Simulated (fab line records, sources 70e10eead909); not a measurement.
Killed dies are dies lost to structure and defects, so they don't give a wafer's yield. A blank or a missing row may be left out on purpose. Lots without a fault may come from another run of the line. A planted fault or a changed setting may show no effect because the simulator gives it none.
Chamber matching | flow nand_harc | NHARC_P_GATE_DEP_103 on pecvd-01: 3 sister chambers
The step deposits SiON, target thk 30 nm. 33 wafers are shown with their chamber, then 12 later ones without.

WAFERS WITH THEIR CHAMBER
wafer  | chamber | heater_power_w (W)
L075.1 | 0       | 709
L075.2 | 2       | 739
L075.3 | 1       | 653
L076.1 | 2       | 683
L076.3 | 0       | 742
L076.5 | 2       | 690
L076.2 | 1       | 720
L076.4 | 1       | 706
L076.6 | 0       | 728
L078.3 | 1       | 626
L078.4 | 2       | 725
L078.6 | 1       | 645
L081.3 | 2       | 697
L081.4 | 0       | 678
L081.6 | 2       | 707
L083.1 | 2       | 760
L083.2 | 1       | 760
L083.5 | 0       | 679
L084.1 | 2       | 781
L084.5 | 2       | 749
L084.6 | 0       | 752
L087.1 | 1       | 770
L087.2 | 0       | 695
L087.3 | 2       | 662
L086.1 | 2       | 733
L086.3 | 1       | 759
L086.5 | 2       | 728
L089.3 | 1       | 693
L089.5 | 0       | 637
L089.6 | 1       | 690
L092.1 | 2       | 721
L092.3 | 1       | 732
L092.4 | 0       | 711

SIGNATURES (means of the wafers above)
reading        | chamber 0 | chamber 1 | chamber 2 | scatter within a chamber
heater_power_w | 703.44    | 704.91    | 721.15    | 39.7
Rule: a wafer's distance from a chamber is the root of the sum, over the readings, of the square of ((its reading less the chamber's mean) divided by the reading's scatter). The wafer belongs to the nearest chamber; if the next one is less than 2 further off, it can't be placed. The scatter: the root of (the sum of the squares of (reading less its chamber's mean) over the shown wafers, divided by (wafers less chambers)).

WAFERS WITHOUT THEIR CHAMBER
wafer  | heater_power_w (W)
L091.1 | 647
L091.2 | 723
L091.3 | 755
L091.4 | 653
L091.5 | 732
L091.6 | 723
L095.3 | 732
L095.5 | 716
L095.6 | 708
L097.1 | 691
L097.3 | 742
L097.4 | 689

WHICH CHAMBER EACH WENT THROUGH
wafer  | from the rows above          | in truth
L091.1 | can't be placed: 0 or 1 or 2 | 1
L091.2 | can't be placed: 2 or 1 or 0 | 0
L091.3 | can't be placed: 2 or 1 or 0 | 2
L091.4 | can't be placed: 0 or 1 or 2 | 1
L091.5 | can't be placed: 2 or 1 or 0 | 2
L091.6 | can't be placed: 2 or 1 or 0 | 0
L095.3 | can't be placed: 2 or 1 or 0 | 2
L095.5 | can't be placed: 2 or 1 or 0 | 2
L095.6 | can't be placed: 1 or 0 or 2 | 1
L097.1 | can't be placed: 0 or 1 or 2 | 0
L097.3 | can't be placed: 2 or 1 or 0 | 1
L097.4 | can't be placed: 0 or 1 or 2 | 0
Placed correctly: 0 of 12. Can't be placed from these rows: 12 (the true chamber is among the candidates in 12). Placed wrongly: 0.
